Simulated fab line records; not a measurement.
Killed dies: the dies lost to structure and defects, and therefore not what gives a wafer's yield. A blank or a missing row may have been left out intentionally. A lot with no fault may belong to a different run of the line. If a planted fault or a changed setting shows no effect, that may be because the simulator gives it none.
fab line records | flow n5Finfet | part 1 of 2: steps 1 to 5 of 6
record lots=9 wafers=27 lastDay=17
route steps=1938 shown SDB@368 HKMG_FIN@388 BEOL_M4@1111 PASSIVATION@1936
lots with no fault: from the same line, run without faults
startH: the number of hours between the record's first day and the start of the first shown wafer of the lot | waitH: hours since the lot's step before | " the same as in the row above | L1.1+2: several wafers, shown together as one row | - no value present, or no start provided | * or withheld: withheld | < > ~ a bound
route shown NAME@n: names a module that has steps shown in the file, with the first one's number in the route | usual: mean and standard deviation over wafers with no fault | same: alike in all rows | chamber/n: place in a boat | sites: each site's reading | _std_site: standard deviation across them | _edge_site: inner sites' mean taken away from outer sites' mean | radiusMm: for every site, how far away it sits from the centre of the wafer | mask NAME#n: copy n | behind: tool/chamber where the wafer was last shaped | hold: why the lot went on hold/how many hours it stayed there/how the hold came to an end | device: which transistor (n, p or np) failed to switch | end of line: tests run on the same wafers once the route is complete | a step given without rows: its recipe and nothing more | killed: at the first sort, the dies lost to defects and structure; wafer yield is something else | map: a wafer's dies, x killed, . not, _ none there
set.NAME: the setting that was run; set.NAME@STEP: the one run at that earlier step | model.NAME: the simulator's own value behind a step, which no gauge read
the route's steps for a sample of lots (tables are steps, rows are wafers)
services: when a tool's chamber went out of use (startH, in hours from the record's first day, below 0 if earlier), for how many hours, and the reason
## steps
# step N5_SDB_ETCH_25
# recipe chemistry=C4F6/O2 target=SiO2 targetDepthA=100 timeS=3.3 ionEnergyEv=250 maskMaterial=SiNx pressureMtorr=30 sourceW=345 biasW=185 Ar_flow_sccm=300 C4F6_flow_sccm=10 O2_flow_sccm=10
# usual drypumpMotorCurrentA=5.6/0.48 oesProductAu=0.79/0.091 rfVppV=665/13 showerheadPlenumPTorr=2.87/0.11 throttleValvePct=21.11/0.15
# same timeS=3.3
# columns lot.wafer tool chamber startH waitH drypumpMotorCurrentA oesProductAu rfHoursCounterH rfVppV showerheadPlenumPTorr throttleValvePct
L423.4 rieDiel-04 1 65.16 0.1 6.4 0.73 - 644 2.93 21.25
L423.5 " 2 " " 5.8 0.92 - 654 2.82 21.01
L423.6 " 0 " " 5.7 0.70 - 669 2.68 21.06
L430.3 rieDiel-04 3 108.85 0.0 5.8 0.78 127 662 2.88 21.10
L430.4 " 0 " " 5.7 0.68 - 667 2.67 21.08
L430.5 " 2 " " 5.8 0.88 - 654 2.81 21.02
L431.2 rieDiel-01 2 117.20 0.0 6.4 0.93 23 685 3.04 21.09
L431.3 " 1 " " 5.3 0.71 223 674 2.80 21.25
L431.5 " 3 " " 4.9 0.90 - 658 3.00 20.82
L432.1 rieDiel-01 2 117.89 0.0 6.4 0.92 23 687 3.04 21.09
L432.5 " 2 " " 6.4 0.92 - 683 3.04 21.08
L432.6 " 1 " " 5.3 0.71 - 673 2.80 21.25
L437.1 rieDiel-02 0 150.64 0.6 5.3 0.74 176 658 2.85 21.12
L437.2 " 3 " " 5.7 0.69 223 668 2.95 21.10
L437.5 " 0 " " 5.3 0.74 - 654 2.85 21.11
L439.2 rieDiel-02 3 162.26 0.0 5.6 0.69 227 668 2.95 21.11
L439.3 " 1 " " 5.7 0.79 127 665 2.76 21.10
L439.4 " 0 " " 5.3 0.74 180 656 2.85 21.09
L441.2 rieDiel-02 3 174.49 0.0 5.7 0.68 231 667 2.95 21.10
L441.5 " 0 " " 5.3 0.73 - 654 2.85 21.10
L441.6 " 1 " " 5.7 0.79 - 665 2.76 21.12
L443.1 rieDiel-01 3 185.11 0.0 4.9 0.85 56 658 2.99 20.86
L443.5 " 3 " " 4.9 0.86 - 658 2.99 20.86
L443.6 " 0 " " 4.9 0.73 - 679 2.84 21.30
L444.2 rieDiel-02 2 192.10 0.3 5.9 0.68 228 641 2.70 21.43
L444.3 " 0 " " 5.3 0.72 188 655 2.85 21.12
L444.5 " 3 " " 5.6 0.67 - 667 2.94 21.12
# step N5_SDB_CUT_ETCH_26
# recipe chemistry=HBr/Cl2/O2 target=Si targetDepthA=1296 btTimeS=20 maskMaterial=SiNx timeS=51.8 ionEnergyEv=* biasW=* pressureMtorr=10 icpW=800 HBr_flow_sccm=150 Cl2_flow_sccm=80 O2_flow_sccm=12
# usual drypumpMotorCurrentA=5.7/0.4 mfcCl2Sccm=80.02/0.22 oesProductAu=0.995/0.014 throttleValvePct=37.3/0.4
# same timeS=51.8
# columns lot.wafer tool chamber startH waitH drypumpMotorCurrentA mfcCl2Sccm oesProductAu rfHoursCounterH throttleValvePct
L423.4 rieSi-02 3 65.22 0.0 5.5 79.93 1.020 122 37.5
L423.5 " 1 " " 6.3 79.99 0.995 - 37.6
L423.6 " 0 " " 6.0 80.34 1.018 - 36.7
L430.3 rieSi-02 1 108.94 0.1 6.3 80.16 0.994 88 37.7
L430.4 " 3 " " 5.5 80.25 1.014 123 37.5
L430.5 " 1 " " 6.3 80.13 1.004 - 37.6
L431.2 rieSi-02 0 117.28 0.1 5.9 80.04 1.006 20 36.7
L431.3 " 1 " " 6.3 79.93 0.997 88 37.6
L431.5 " 3 " " 5.5 80.01 1.010 - 37.5
L432.1 rieSi-03 2 117.97 0.1 4.6 79.62 0.984 107 36.9
L432.5 " 1 " " 5.1 80.26 0.984 - 37.9
L432.6 " 0 " " 5.6 79.81 0.984 - 37.1
L437.1 rieSi-03 3 150.72 0.1 5.5 79.98 0.965 128 37.2
L437.2 " 0 " " 5.5 80.11 0.991 64 37.1
L437.5 " 0 " " 5.6 79.71 0.987 - 37.1
L439.2 rieSi-02 1 162.34 0.1 6.3 80.51 0.993 88 37.6
L439.3 " 0 " " 5.9 79.82 1.004 21 36.7
L439.4 " 2 " " 5.5 79.81 0.978 70 36.8
L441.2 rieSi-02 0 174.58 0.1 5.9 80.08 1.010 21 36.7
L441.5 " 3 " " 5.5 80.12 1.020 - 37.5
L441.6 " 0 " " 5.9 79.99 1.003 - 36.7
L443.1 rieSi-05 0 185.20 0.1 5.7 79.90 0.987 115 37.6
L443.5 " 0 " " 5.7 80.12 0.991 - 37.6
L443.6 " 3 " " 6.2 80.15 1.004 - 37.2
L444.2 rieSi-02 2 192.19 0.1 5.5 80.38 0.972 71 36.8
L444.3 " 3 " " 5.5 79.79 1.012 125 37.5
L444.5 " 0 " " 6.0 79.74 1.007 - 36.6
# step N5_HKMG_FIN_ALD_74
# recipe material=La2O3 targetThkA=5 tempC=250 aldPrecursorFamily=La-Cp aldCoReactant=O3 pulseTimeS=6 coReactantPulseTimeS=1 purgeTimeS=3 coReactantPurgeTimeS=3
# usual coReactantPulseTimeS=1/0 coReactantPurgeTimeS=3/0 heaterPowerW=354/33 precursorPulseHeightRel=1.001/0.02 susceptorTempC=250.05/0.17
# columns lot.wafer tool chamber startH waitH coReactantPulseTimeS coReactantPurgeTimeS heaterPowerW precursorPulseHeightRel susceptorTempC
L423.4 aldHk-01 1 69.74 0.1 1 3 356 0.973 249.91
L423.5 " 2 " " 1 3 362 1.050 250.29
L423.6 " 3 " " 1 3 403 1.013 250.19
L430.3 aldHk-01 1 113.36 0.1 - - - - -
L430.4 " 2 " " - - - - -
L430.5 " 2 " " - - - - -
L431.2 aldHk-03 0 121.54 0.2 - - - - -
L431.3 " 3 " " - - - - -
L431.5 " 3 " " - - - - -
L432.1 aldHk-01 2 122.32 0.2 - - - - -
L432.5 " 3 " " - - - - -
L432.6 " 0 " " - - - - -
L437.1 aldHk-03 2 155.07 0.2 1 3 313 1.003 249.86
L437.2 " 1 " " 1 3 402 1.017 249.98
L437.5 " 1 " " 1 3 396 0.973 250.05
L439.2 aldHk-01 0 166.75 0.2 1 3 311 1.056 250.30
L439.3 " 1 " " 1 3 352 0.995 249.95
L439.4 " 2 " " 1 3 369 1.023 250.04
L441.2 aldHk-01 3 178.87 0.2 1 3 393 0.978 250.04
L441.5 " 2 " " 1 3 371 1.002 249.98
L441.6 " 1 " " 1 3 357 1.004 250.01
L443.1 aldHk-01 3 189.73 0.2 1 3 399 0.955 249.96
L443.5 " 3 " " 1 3 398 0.986 249.88
L443.6 " 0 " " 1 3 313 0.972 250.43
L444.2 aldHk-01 0 196.46 0.2 1 3 323 1.022 249.63
L444.3 " 2 " " 1 3 367 0.988 250.15
L444.5 " 0 " " 1 3 311 1.008 249.92
# step N5_HKMG_FIN_ALD_75
# recipe material=Al2O3 targetThkA=10 tempC=150 aldPrecursorFamily=TMA aldCoReactant=H2O pulseTimeS=withheld coReactantPulseTimeS=1
# usual heaterPowerOuterW=80/8.3 heaterPowerW=153/14 precursorPulseHeightRel=0.998/0.02 susceptorTempC=150.00/0.13
# columns lot.wafer tool chamber startH waitH heaterPowerOuterW heaterPowerW precursorPulseHeightRel susceptorTempC
L423.4 aldHk-01 1 69.81 0.0 81 155 0.985 149.68
L423.5 " 2 " " 85 164 0.982 149.95
L423.6 " 3 " " 85 172 0.989 150.10
L430.3 aldHk-01 1 113.43 0.0 79 154 1.003 150.03
L430.4 " 2 " " 85 163 0.983 150.22
L430.5 " 2 " " 83 154 1.017 150.28
L431.2 aldHk-03 0 121.62 0.0 86 153 1.010 150.07
L431.3 " 3 " " 73 140 1.025 150.06
L431.5 " 3 " " 71 138 0.988 150.06
L432.1 aldHk-01 2 122.40 0.0 81 160 1.023 150.02
L432.5 " 3 " " 89 177 1.024 150.12
L432.6 " 0 " " 74 131 0.998 150.07
L437.1 aldHk-03 2 155.14 0.0 70 139 1.021 150.03
L437.2 " 1 " " 101 174 1.017 150.13
L437.5 " 1 " " 99 179 0.974 150.04
L439.2 aldHk-01 0 166.83 0.0 74 133 1.005 150.01
L439.3 " 1 " " 82 154 1.023 150.08
L439.4 " 2 " " 83 158 1.027 149.96
L441.2 aldHk-01 3 178.94 0.0 90 172 1.013 149.94
L441.5 " 2 " " 82 163 1.007 150.04
L441.6 " 1 " " 78 156 0.960 150.18
L443.1 aldHk-01 3 189.81 0.0 88 173 0.991 149.99
L443.5 " 3 " " 89 176 0.986 149.99
L443.6 " 0 " " 72 134 1.023 149.80
L444.2 aldHk-01 0 196.53 0.0 73 133 1.012 150.05
L444.3 " 2 " " 82 159 0.978 150.20
L444.5 " 0 " " 73 136 0.977 149.93
# step N5_BEOL_M4_RC_MEAS_101
# usual DIBL_N=36.7/1.8 DIBL_P=37.0/2.4 IOFF_N=0.17/0.036 IOFF_P=0.22/0.042 IOFF_P_85C=3.8/0.63 IOFF_P_LIN=0.102/0.016 IOFF_P_LONG=0.000106/1e-05 ION_N=673/12 ION_P=462/8.5 SS_N=71.7/0.62 SS_P=73.4/0.65 VT_N=250/3.7 VT_N_LVT=98/3.8 VT_P=-250/3.7 VT_P_LONG=-276/3.1
# columns lot.wafer tool chamber startH waitH DIBL_N[mV/V] DIBL_P[mV/V] IOFF_N[nA/um] IOFF_P[nA/um] IOFF_P_85C[nA/um] IOFF_P_LIN[nA/um] IOFF_P_LONG[nA/um] ION_N[uA/um] ION_P[uA/um] SS_N[mV/dec] SS_P[mV/dec] VT_N[mV] VT_N_LVT[mV] VT_P[mV] VT_P_LONG[mV]
L423.4 prober-01 0 190.83 0.5 38.0 39.7 0.19 0.24 4.1 0.108 0.000101 682 462 72.3 73.6 247 94 -250 -277
L423.5 " 0 " " 36.5 37.5 0.16 0.20 3.5 0.094 9.4e-05 676 460 71.0 73.5 250 98 -252 -276
L423.6 " 0 " " 37.5 39.1 0.18 0.23 3.8 0.102 9.4e-05 678 458 71.5 74.0 248 96 -251 -277
L430.3 prober-02 0 224.45 0.3 36.2 37.6 0.16 47.80 343.3 22.210 0.02147 675 670 71.6 73.5 249 249 -95 -121
L430.4 " 0 " " 33.3 33.1 0.12 36.76 268.7 18.254 0.021897 663 654 71.1 72.6 254 254 -99 -122
L430.5 " 0 " " 37.4 38.6 0.18 54.17 381.4 24.495 0.021714 677 665 72.3 73.3 248 248 -95 -121
L431.2 prober-02 0 233.76 0.2 41.1 41.1 0.24 57.14 397.5 23.584 0.017631 692 667 72.5 73.7 244 248 -98 -129
L431.3 " 0 " " 38.2 38.3 0.18 43.23 315.3 19.172 0.017477 672 652 72.0 73.1 248 251 -102 -129
L431.5 " 0 " " 37.5 37.9 0.17 43.92 321.2 20.071 0.017394 670 645 71.7 73.3 247 248 -99 -129
L432.1 prober-01 0 237.71 0.0 35.9 35.8 0.17 50.92 367.8 24.364 0.024436 683 676 71.0 72.7 246 245 -93 -118
L432.5 " 0 " " 35.4 35.4 0.15 49.33 363.0 23.832 0.024353 667 663 72.1 72.2 250 248 -94 -119
L432.6 " 0 " " 37.8 37.7 0.20 57.57 411.6 26.773 0.024581 672 669 71.9 73.1 245 247 -92 -118
L439.2 prober-02 0 272.55 0.2 34.4 35.6 0.13 0.18 3.3 0.094 0.000111 669 461 69.5 72.7 251 102 -253 -273
L439.3 " 0 " " 36.2 37.1 0.15 0.22 3.8 0.109 0.000112 677 474 71.6 73.1 249 100 -247 -275
L439.4 " 0 " " 34.7 35.4 0.13 0.18 3.2 0.093 0.000113 654 457 71.0 73.0 251 103 -251 -276
L437.1 prober-01 0 280.22 0.0 36.7 38.6 0.16 0.23 3.8 0.101 9.6e-05 667 458 71.5 74.3 250 99 -251 -278
L437.2 " 0 " " 35.1 35.9 0.14 0.18 3.1 0.084 9.5e-05 662 453 72.0 74.2 252 102 -257 -277
L437.5 " 0 " " 37.1 38.7 0.19 0.23 3.8 0.103 9.4e-05 691 466 71.7 74.5 245 94 -253 -278
L441.2 prober-02 0 287.12 0.2 38.5 35.5 0.19 0.22 3.8 0.103 0.000114 677 463 73.4 73.6 249 95 -246 -274
L441.5 " 0 " " 36.2 32.7 0.14 0.17 3.1 0.086 0.000115 662 453 71.1 72.6 253 98 -251 -274
L441.6 " 0 " " 35.7 33.9 0.16 0.20 3.5 0.098 0.000111 686 471 71.4 72.8 250 94 -249 -271
L443.1 prober-01 0 300.55 0.0 35.7 34.9 0.15 0.19 3.4 0.093 0.000102 678 461 71.4 73.1 251 99 -249 -276
L443.5 " 0 " " 36.7 36.2 0.17 0.22 3.7 0.101 0.000101 686 464 71.0 73.8 250 96 -249 -276
L443.6 " 0 " " 32.1 30.0 0.10 0.14 2.5 0.072 0.0001 662 456 70.7 72.4 256 103 -255 -278
L444.2 prober-02 0 302.50 0.2 38.1 36.4 0.17 0.25 4.3 0.117 0.000126 687 471 71.4 73.9 247 99 -248 -271
L444.3 " 0 " " 39.6 38.4 0.20 0.29 4.8 0.128 0.000123 671 462 72.5 73.2 250 99 -247 -274
L444.5 " 0 " " 37.0 35.7 0.15 0.23 4.0 0.109 0.00012 683 470 70.7 73.3 249 101 -248 -271
## key
firstSign step=N5_HKMG_FIN_ALD_74 reading=toolRecord direction=missing
effect step=N5_BEOL_M4_RC_MEAS_101 reading=IOFF_P_LONG direction=up sigmas=99+ usual=0.000106 struck=0.021217
effect step=N5_BEOL_M4_RC_MEAS_101 reading=IOFF_P_LIN direction=up sigmas=99+ usual=0.102 struck=22.528
effect step=N5_BEOL_M4_RC_MEAS_101 reading=IOFF_P direction=up sigmas=99+ usual=0.22 struck=48.98
effect step=N5_BEOL_M4_RC_MEAS_101 reading=IOFF_P_85C direction=up sigmas=99+ usual=3.8 struck=352.2
effect step=N5_BEOL_M4_RC_MEAS_101 reading=VT_P_LONG direction=up sigmas=49 usual=-276 struck=-123
effect step=N5_BEOL_M4_RC_MEAS_101 reading=VT_P direction=up sigmas=41 usual=-250 struck=-96
effect step=N5_BEOL_M4_RC_MEAS_101 reading=VT_N_LVT direction=up sigmas=40 usual=98 struck=249
effect step=N5_BEOL_M4_RC_MEAS_101 reading=ION_P direction=up sigmas=23 usual=462 struck=662
effect step=N5_PASSIVATION_PROBE_49 reading=sort_bin_4_leakage direction=up sigmas=99+ usual=0.00 struck=91.69
metAt N5_HKMG_FIN_ALD_74
struckLots L430,L431,L432
notActingAt N5_SDB_ETCH_25,N5_SDB_CUT_ETCH_26,N5_HKMG_FIN_ALD_75
onsetBetween 69.74 113.36
fault kind=skippedStepWhole tool=aldHk-01,aldHk-03 chamber=- onsetH=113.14 steps=N5_HKMG_FIN_ALD_74 scope=struckLotsOnly
